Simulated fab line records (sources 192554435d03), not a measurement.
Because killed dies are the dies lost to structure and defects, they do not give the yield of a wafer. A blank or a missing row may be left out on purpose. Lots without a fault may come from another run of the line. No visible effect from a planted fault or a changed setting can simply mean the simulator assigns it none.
fab line records ; flow n5-finfet
record lots=6; wafers=18; last-day=17
route steps=1938 shown BEOL_M3@951 BEOL_M4@1111 PASSIVATION@1936
lots with no fault: from the same line, run without faults
start-h: the number of hours between the record's first day and the start of the first shown wafer of the lot ; wait-h: time in hours since the lot's previous step ; " as in the row above ; L1.1+2: a row that stands for several wafers ; - value missing, or start not given ; * or withheld: withheld ; < > ~ a bound
route shown NAME@n: names a module that has steps shown in the file, with the first one's number in the route ; usual: the fault-free wafers' mean and standard deviation ; same: alike in all rows ; chamber/n: place in a boat ; sites: readings site by site ; _std_site: the values' standard deviation ; _edge_site: outer sites' mean less inner sites' ; radius-mm: how far each site lies from the wafer's centre ; mask NAME#n: copy n ; behind: the tool/chamber that last shaped the wafer ; hold: the reason the lot was held/the length of the hold in hours/how it ended ; device: names the non-switching transistor (n, p or np) ; end of line: the same wafers' tests at the end of the route ; where a step has no rows: the recipe by itself ; killed: at the first sort, the dies lost to defects and structure; wafer yield is something else ; map: a wafer's dies, marking killed ones x, the rest . and places with no die _
set.NAME: setting as actually run; set.NAME@STEP: the setting as run at that earlier step ; model.NAME: the simulator's own value behind a step, which no gauge read
a table for each step, a row for each wafer; lots at some steps of the route
services: when a tool's chamber went out of use (start-h, in hours from the record's first day, below 0 if earlier), for how many hours, and the reason
## steps
# step N5_BEOL_M3_STRIP_65
# recipe chemistry=N2/H2; temp-c=40; n2-flow-sccm=200; h2-flow-sccm=200; rf-frequency-hz=6e+07
# step N5_BEOL_M3_STRIP_75
# recipe chemistry=N2/H2; temp-c=40; n2-flow-sccm=200; h2-flow-sccm=200; rf-frequency-hz=6e+07
# step N5_BEOL_M3_STRIP_66
# recipe chemistry=CF4; resist=SiARC; power-w=300; bias-power-w=75; pressure-mtorr=50; cf4-flow-sccm=150; rf-frequency-hz=6e+07
# usual drypump-motor-current-A=5.6/0.47; oes-product-au=0.77/0.083; rf-fwd-power-W=292.7/0.82; rf-vpp-V=271.2/1.4; showerhead-plenum-p-Torr=1.80/0.056; throttle-valve-pct=13.58/0.27
lot.wafer;tool;chamber;start-h;wait-h;drypump-motor-current-A;oes-product-au;rf-fwd-power-W;rf-hours-counter-h;rf-vpp-V;showerhead-plenum-p-Torr;throttle-valve-pct
L439.4;rie-diel-02;3;144.84;0.0;5.8;0.75;293.3;164;272.8;1.87;13.65
L439.5;rie-diel-02;1;144.84;0.0;5.4;0.88;292.3;-;271.8;1.83;13.23
L439.6;rie-diel-02;0;144.84;0.0;5.9;0.92;293.4;-;273.4;1.90;13.02
L442.2;rie-diel-02;2;165.45;0.0;5.2;0.76;293.2;158;270.8;1.79;13.71
L442.3;rie-diel-02;0;165.45;0.0;5.9;0.91;293.6;25;273.8;1.90;13.03
L442.4;rie-diel-02;3;165.45;0.0;5.8;0.74;291.9;169;272.8;1.86;13.67
L450.1;rie-diel-03;3;216.60;0.0;5.3;0.69;291.4;205;270.5;1.78;13.66
L450.2;rie-diel-03;2;216.60;0.0;4.8;0.91;293.6;16;271.6;1.83;13.39
L450.6;rie-diel-03;3;216.60;0.0;5.4;0.69;292.6;-;270.6;1.78;13.64
L451.1;rie-diel-05;3;219.27;0.0;5.5;0.73;292.7;176;269.9;1.71;13.72
L451.3;rie-diel-05;2;219.27;0.0;6.4;0.68;291.8;228;269.7;1.71;13.96
L451.4;rie-diel-05;0;219.27;0.0;6.4;0.67;291.2;243;270.3;1.77;14.03
L458.3;rie-diel-03;2;262.41;0.0;4.9;0.89;292.2;28;272.8;1.83;13.42
L458.5;rie-diel-03;1;262.41;0.0;5.5;0.77;292.9;-;271.3;1.79;13.46
L458.6;rie-diel-03;2;262.41;0.0;4.8;0.90;293.4;-;271.6;1.83;13.40
L460.2;rie-diel-02;2;273.70;0.0;5.2;0.74;292.0;182;270.9;1.79;13.76
L460.3;rie-diel-02;3;273.70;0.0;5.7;0.72;293.0;194;272.4;1.86;13.72
L460.5;rie-diel-02;3;273.70;0.0;5.7;0.72;293.7;-;272.2;1.86;13.73
# step N5_BEOL_M3_HM_OPEN_17
# recipe chemistry=Cl2/BCl3; target-depth-a=200; overetch-a=60; target=TiN; mask-material=SOC; ion-energy-ev=150; pressure-mtorr=10; icp-w=1000; bias-w=126; Cl2_flow_sccm=53.25; bcl3-flow-sccm=21.75; Ar_flow_sccm=25
# usual drypump-motor-current-A=5.45/0.16; oes-product-au=0.67/0.097; rf-fwd-power-W=993/3.4; throttle-valve-pct=22.19/0.18
lot.wafer;tool;chamber;start-h;wait-h;drypump-motor-current-A;oes-product-au;rf-fwd-power-W;rf-hours-counter-h;throttle-valve-pct
L439.4;rie-metal-03;0;144.91;0.1;5.41;0.61;995;-;22.36
L439.5;rie-metal-03;0;144.91;0.1;5.40;0.61;993;-;22.37
L439.6;rie-metal-03;1;144.91;0.1;5.47;0.51;996;-;22.18
L442.2;rie-metal-02;0;165.49;0.0;5.26;0.52;992;134;22.04
L442.3;rie-metal-02;1;165.49;0.0;5.78;0.71;992;-;22.33
L442.4;rie-metal-02;0;165.49;0.0;5.27;0.52;989;-;22.03
L450.1;rie-metal-01;1;216.64;0.0;5.41;0.59;989;80;22.20
L450.2;rie-metal-01;0;216.64;0.0;5.41;0.69;1003;29;22.25
L450.6;rie-metal-01;0;216.64;0.0;5.41;0.70;997;-;22.27
L451.1;rie-metal-03;0;219.31;0.0;5.40;0.60;992;69;22.38
L451.3;rie-metal-03;1;219.31;0.0;5.42;0.79;994;-;22.00
L451.4;rie-metal-03;0;219.31;0.0;5.41;0.60;990;-;22.38
L458.3;rie-metal-02;1;262.48;0.1;5.81;0.68;992;-;22.35
L458.5;rie-metal-02;1;262.48;0.1;5.84;0.68;995;-;22.34
L458.6;rie-metal-02;0;262.48;0.1;5.29;0.82;998;-;21.82
L460.2;rie-metal-02;1;273.74;0.0;5.74;0.68;990;38;22.36
L460.3;rie-metal-02;1;273.74;0.0;5.79;0.69;992;-;22.32
L460.5;rie-metal-02;1;273.74;0.0;5.77;0.69;993;-;22.32
# step N5_BEOL_M3_STRIP_19
# recipe chemistry=O2; power-w=400; temp-c=40; pressure-mtorr=30; rf-frequency-hz=6e+07; bias-power-w=0; overash-fraction=0.2; o2-flow-sccm=225
# usual drypump-motor-current-A=5.5/0.42; oes-product-au=0.78/0.088; rf-vpp-V=3.7/0.49; showerhead-plenum-p-Torr=2.11/0.061; throttle-valve-pct=16.64/0.23
lot.wafer;tool;chamber;start-h;wait-h;drypump-motor-current-A;oes-product-au;rf-hours-counter-h;rf-vpp-V;showerhead-plenum-p-Torr;throttle-valve-pct
L439.4;rie-diel-03;0;144.99;0.1;5.5;0.81;85;3.2;2.13;16.57
L439.5;rie-diel-03;0;144.99;0.1;5.5;0.82;-;3.9;2.13;16.58
L439.6;rie-diel-03;3;144.99;0.1;5.3;0.70;-;3.4;2.08;16.65
L442.2;rie-diel-03;3;165.61;0.1;5.4;0.71;191;2.7;2.07;16.65
L442.3;rie-diel-03;2;165.61;0.1;4.8;0.99;2;3.4;2.15;16.50
L442.4;rie-diel-03;0;165.61;0.1;5.5;0.82;92;3.3;2.13;16.60
L450.1;rie-diel-05;2;216.82;0.1;6.3;0.69;227;3.1;1.99;17.05
L450.2;rie-diel-05;1;216.82;0.1;5.0;0.70;217;3.7;2.15;16.58
L450.6;rie-diel-05;1;216.82;0.1;5.0;0.70;-;3.7;2.15;16.58
L451.1;rie-diel-03;3;219.43;0.1;5.4;0.70;206;3.7;2.07;16.66
L451.3;rie-diel-03;0;219.43;0.1;5.5;0.81;108;3.8;2.12;16.63
L451.4;rie-diel-03;2;219.43;0.1;4.8;0.93;17;3.8;2.15;16.53
L458.3;rie-diel-05;0;262.80;0.3;6.5;0.99;2;4.0;2.06;16.63
L458.5;rie-diel-05;3;262.80;0.3;5.5;0.72;-;3.3;2.00;16.85
L458.6;rie-diel-05;2;262.80;0.3;6.4;0.67;-;3.5;1.99;17.09
L460.2;rie-diel-03;3;274.00;0.2;5.3;0.68;228;4.0;2.06;16.70
L460.3;rie-diel-03;1;274.00;0.2;5.4;0.78;136;4.2;2.10;16.55
L460.5;rie-diel-03;0;274.00;0.2;5.5;0.78;-;4.3;2.11;16.67
# step N5_BEOL_M3_CD_MEAS_18
# recipe pitch-nm=36; target-cd-nm=18
# usual cd-nm=17.99/0.28
lot.wafer;tool;chamber;start-h;wait-h;cd-nm
L439.4;cd-sem-03;-;145.06;0.1;17.74
L439.5;cd-sem-03;-;145.06;0.1;18.42
L439.6;cd-sem-03;-;145.06;0.1;17.61
L442.2;cd-sem-02;-;165.68;0.1;18.25
L442.3;cd-sem-02;-;165.68;0.1;17.77
L442.4;cd-sem-02;-;165.68;0.1;17.97
L450.1;cd-sem-03;-;216.89;0.0;17.92
L450.2;cd-sem-03;-;216.89;0.0;17.75
L450.6;cd-sem-03;-;216.89;0.0;17.97
L451.1;cd-sem-01;-;219.50;0.0;17.98
L451.3;cd-sem-01;-;219.50;0.0;18.20
L451.4;cd-sem-01;-;219.50;0.0;17.94
L458.3;cd-sem-03;-;262.87;0.1;18.05
L458.5;cd-sem-03;-;262.87;0.1;18.01
L458.6;cd-sem-03;-;262.87;0.1;17.70
L460.2;cd-sem-02;-;274.07;0.1;18.44
L460.3;cd-sem-02;-;274.07;0.1;17.59
L460.5;cd-sem-02;-;274.07;0.1;17.47
# step N5_BEOL_M3_COAT_67
# recipe resist=SOC; temp-c=250; time-s=60; spin-rpm=1500; resist-thk-nm=60
# step N5_BEOL_M3_COAT_68
# recipe resist=SiARC; temp-c=220; time-s=60; spin-rpm=1500; resist-thk-nm=12
# step N5_BEOL_M3_COAT_76
# recipe resist=underlayer; temp-c=205; time-s=60; spin-rpm=1500; resist-thk-nm=5
# step N5_BEOL_M3_COAT_22
# recipe resist=CAR-EUV; spin-rpm=1500; resist-thk-nm=30
# step N5_BEOL_M3_EBR_24
# recipe solvent=PGMEA; ebr-width-mm=1.5
# step N5_BEOL_M3_SOFTBAKE_23
# recipe temp-c=110; time-s=60; resist=CAR-EUV
# step N5_BEOL_M3_EXPOSE_25
# recipe mask-id=V2; na=0.33; source-shape=quasar; sigma-inner=0.2; sigma-outer=0.8; polarization=unpolarized; defocus-nm=5; dose-mj=63
# usual exposure-dose-mJ-cm2=63.02/0.058
lot.wafer;tool;chamber;start-h;wait-h;mask;exposure-dose-mJ-cm2
L439.4;euv-scanner-01;0;145.28;-;V2#0;62.95
L439.5;euv-scanner-01;0;145.28;-;V2#0;63.02
L439.6;euv-scanner-01;0;145.28;-;V2#0;62.97
L442.2;euv-scanner-01;0;165.99;-;V2#0;63.07
L442.3;euv-scanner-01;0;165.99;-;V2#0;63.06
L442.4;euv-scanner-01;0;165.99;-;V2#0;62.99
L450.1;euv-scanner-01;0;217.19;-;V2#0;66.39
L450.2;euv-scanner-01;0;217.19;-;V2#0;66.43
L450.6;euv-scanner-01;0;217.19;-;V2#0;66.40
L451.1;euv-scanner-01;0;219.67;-;V2#0;65.81
L451.3;euv-scanner-01;0;219.67;-;V2#0;65.74
L451.4;euv-scanner-01;0;219.67;-;V2#0;65.77
L458.3;euv-scanner-02;0;263.18;-;V2#0;63.04
L458.5;euv-scanner-02;0;263.18;-;V2#0;62.97
L458.6;euv-scanner-02;0;263.18;-;V2#0;62.95
L460.2;euv-scanner-02;0;274.25;-;V2#0;63.05
L460.3;euv-scanner-02;0;274.25;-;V2#0;63.01
L460.5;euv-scanner-02;0;274.25;-;V2#0;63.11
# step N5_BEOL_M3_PEB_26
# recipe peb-temp-c=100; peb-time-s=60; resist=CAR-EUV
# step N5_BEOL_M3_DEVELOP_27
# recipe develop-time-s=30; developer=TMAH; resist=CAR-EUV; rinse-liquid=surfactant-rinse; dry=air-spin; dev-temp-c=23
# step N5_BEOL_M3_CD_MEAS_28
# recipe target-cd-nm=25.7; landing-energy-ev=500; detector=se-inlens; target-cd-y-nm=23.3; polarity=opening
# usual cd-nm=25.74/0.25
lot.wafer;tool;chamber;start-h;wait-h;cd-nm
L439.4;cd-sem-02;0;145.41;-;25.94
L439.5;cd-sem-02;0;145.41;-;25.84
L439.6;cd-sem-02;0;145.41;-;25.87
L442.2;cd-sem-02;0;166.12;-;25.75
L442.3;cd-sem-02;0;166.12;-;25.80
L442.4;cd-sem-02;0;166.12;-;25.81
L450.1;cd-sem-03;0;217.33;-;26.37
L450.2;cd-sem-03;0;217.33;-;26.49
L450.6;cd-sem-03;0;217.33;-;26.72
L451.1;cd-sem-01;0;219.82;-;26.45
L451.3;cd-sem-01;0;219.82;-;25.90
L451.4;cd-sem-01;0;219.82;-;26.30
L458.3;cd-sem-02;0;263.31;-;25.83
L458.5;cd-sem-02;0;263.31;-;25.60
L458.6;cd-sem-02;0;263.31;-;25.27
L460.2;cd-sem-03;0;274.39;-;26.08
L460.3;cd-sem-03;0;274.39;-;25.45
L460.5;cd-sem-03;0;274.39;-;25.83
# step N5_BEOL_M3_OVL_MEAS_29
# recipe points-per-wafer=522
# usual V2_OVL=0.0/0.65
lot.wafer;tool;chamber;start-h;wait-h;V2_OVL[nm]
L439.4;overlay-02;0;145.45;0.0;-0.6
L439.5;overlay-02;0;145.45;0.0;-0.9
L439.6;overlay-02;0;145.45;0.0;0.4
L442.2;overlay-02;0;166.16;0.0;-0.1
L442.3;overlay-02;0;166.16;0.0;0.7
L442.4;overlay-02;0;166.16;0.0;0.1
L450.1;overlay-01;0;217.36;0.0;0.8
L450.2;overlay-01;0;217.36;0.0;0.3
L450.6;overlay-01;0;217.36;0.0;0.3
L451.1;overlay-01;0;219.86;0.0;0.3
L451.3;overlay-01;0;219.86;0.0;0.9
L451.4;overlay-01;0;219.86;0.0;0.4
L458.3;overlay-02;0;263.35;0.0;1.1
L458.5;overlay-02;0;263.35;0.0;0.0
L458.6;overlay-02;0;263.35;0.0;-1.0
L460.2;overlay-02;0;274.43;0.0;0.0
L460.3;overlay-02;0;274.43;0.0;0.1
L460.5;overlay-02;0;274.43;0.0;0.5
# step N5_BEOL_M4_RC_MEAS_101
# usual DIBL_N=36.4/1.5; DIBL_P=36.6/1.9; IOFF_N=0.155/0.021; IOFF_P=0.211/0.028; ION_N=671/8.6; ION_P=462/5.8; SS_N=71.5/0.5; SS_P=73.4/0.58; VT_N=250.1/2.4; VT_P=-250.1/3
lot.wafer;tool;chamber;start-h;wait-h;DIBL_N[mV/V];DIBL_P[mV/V];IOFF_N[nA/um];IOFF_P[nA/um];ION_N[uA/um];ION_P[uA/um];SS_N[mV/dec];SS_P[mV/dec];VT_N[mV];VT_P[mV]
L439.4;prober-02;0;168.33;0.5;34.4;33.7;0.124;0.178;662;456;71.0;73.0;250.8;-250.5
L439.5;prober-02;0;168.33;0.5;37.6;37.7;0.184;0.230;690;464;72.1;73.9;249.1;-249.0
L439.6;prober-02;0;168.33;0.5;35.3;34.4;0.138;0.184;683;464;71.2;72.2;251.8;-250.1
L442.2;prober-01;0;186.62;0.2;36.9;38.2;0.157;0.202;670;455;71.2;72.7;252.9;-250.5
L442.3;prober-01;0;186.62;0.2;37.0;38.2;0.161;0.208;674;460;71.4;72.5;252.0;-248.0
L442.4;prober-01;0;186.62;0.2;38.1;38.9;0.173;0.218;676;456;73.1;74.1;252.0;-251.1
L451.1;prober-01;0;236.66;0.0;37.9;36.6;0.174;0.260;679;470;71.2;74.1;248.3;-245.9
L451.3;prober-01;0;236.66;0.0;35.9;33.9;0.145;0.215;672;467;71.5;73.4;248.4;-244.7
L451.4;prober-01;0;236.66;0.0;36.7;35.3;0.170;0.243;681;476;71.0;73.4;247.0;-244.5
L450.1;prober-02;0;236.97;0.0;35.7;34.6;0.131;0.167;664;459;71.4;73.1;253.5;-252.8
L450.2;prober-02;0;236.97;0.0;38.2;37.7;0.178;0.220;679;461;72.4;74.3;251.5;-250.0
L450.6;prober-02;0;236.97;0.0;37.7;38.0;0.165;0.213;689;466;72.0;73.8;251.8;-250.6
L458.3;prober-01;0;280.74;0.3;35.4;35.2;0.144;0.181;667;459;71.4;72.3;249.7;-251.8
L458.5;prober-01;0;280.74;0.3;37.1;37.6;0.171;0.207;675;462;71.4;73.2;248.3;-250.1
L458.6;prober-01;0;280.74;0.3;36.6;36.8;0.162;0.199;672;460;71.6;73.7;248.5;-251.7
L460.2;prober-01;0;303.97;0.2;38.0;39.2;0.164;0.232;663;458;72.0;74.1;253.2;-247.9
L460.3;prober-01;0;303.97;0.2;38.0;39.1;0.172;0.229;680;469;71.4;73.5;248.9;-248.7
L460.5;prober-01;0;303.97;0.2;39.2;40.8;0.197;0.266;677;465;71.9;74.4;247.6;-245.2
# step N5_PASSIVATION_PROBE_49
# usual defect-limited-yield=91.5/1.4; killed_at_M0_to_M3=33/10; killed_at_M4_up=13/5; killed-at-contacts=13/5.6; killed-at-front-end=38/12; killed-at-other=3.9/2.7; killed-dies=100/16; killed-on-rim=13/4; killed-open=66/13; killed-short=32/7.2; sort_bin_5_function=5.0/0.97; sort_bin_6_memory=3.2/0.61; sort-n-pass=1080/16; sort-yield-pct=91.5/1.4
# same gross-dies=1180; killed-at-back-side=0; sort_bin_4_leakage[%]=0; sort_bin_8_speed[%]=0
lot.wafer;tool;chamber;start-h;wait-h;defect-limited-yield[%];killed_at_M0_to_M3;killed_at_M4_up;killed-at-contacts;killed-at-front-end;killed-at-other;killed-dies;killed-on-rim;killed-open;killed-short;sort_bin_5_function[%];sort_bin_6_memory[%];sort-n-pass;sort-yield-pct[%]
L451.3;prober-01;-;337.11;0.1;90.6;53;3;10;41;4;111;13;71;38;5.9;3.2;1069;90.6
# killed by level:class
L451.3 BEOL_M2:geometric-particle:open=11 BEOL_M1:geometric-particle:open=11 BEOL_M0_SAQP:geometric-particle:open=11 STI_FIN_REVEAL:geometric-particle:open=10 DUMMY_GATE:geometric-particle:open=8 MOL_CONTACT_COAG:geometric-particle:open=8 BEOL_M0_SAQP:geometric-particle:short=8 FIN_SAQP:geometric-particle:short=6
## services
tool;chamber;start-h;hours;kind
rie-diel-03;-;130.92;0.7;repair
rie-metal-02;-;133.58;2.8;pm
rie-diel-02;-;140.34;0.4;repair
rie-diel-03;2;145.58;-;clean
rie-diel-03;2;145.58;-;consumable-replace:focus-ring
rie-diel-03;2;145.58;13.5;scheduled-down
rie-diel-03;2;145.58;13.5;vent-cycle
rie-diel-03;1;149.89;4.6;repair
euv-scanner-01;0;150.96;-;calibration
euv-scanner-02;-;156.81;1.0;pm
euv-scanner-01;-;163.74;1.0;pm
euv-scanner-01;-;187.82;0.5;repair
rie-metal-02;0;192.93;-;clean
rie-metal-02;0;192.93;18.3;scheduled-down
rie-metal-02;0;192.93;18.3;vent-cycle
rie-metal-03;-;198.00;1.4;pm
euv-scanner-02;-;212.96;1.0;pm
rie-diel-05;0;215.24;3.8;repair
euv-scanner-01;-;219.89;1.0;pm
rie-diel-05;0;241.21;-;clean
rie-diel-02;-;243.38;28.1;pm
rie-diel-05;-;253.86;0.2;repair
euv-scanner-01;-;260.61;12.0;pm
euv-scanner-02;-;272.61;1.0;pm
## key
first-sign step=N5_BEOL_M3_EXPOSE_25; reading=exposure-dose-mJ-cm2; direction=up; sigmas=53; usual=63.02; struck=66.09
effect step=N5_BEOL_M3_CD_MEAS_28; reading=cd-nm; direction=up; sigmas=2.6; usual=25.74; struck=26.37; through=control-loop
met-at N5_BEOL_M3_EXPOSE_25
struck-wafers L450.1,L450.2,L450.6,L451.1,L451.3,L451.4
loop-trim step=N5_BEOL_M3_EXPOSE_25; setting=dose; lots=L451
onset-between 165.99 217.19
fault kind=process-parameter-drift; tool=euv-scanner-01; chamber=-; onset-h=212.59; steps=N5_BEOL_M3_EXPOSE_25; channel=dose-mj; offset=3.3994; shape=step; acts-in=these-recipes-only; stated=63
# loop-trim: a control loop set the setting to another value than it would have without faults
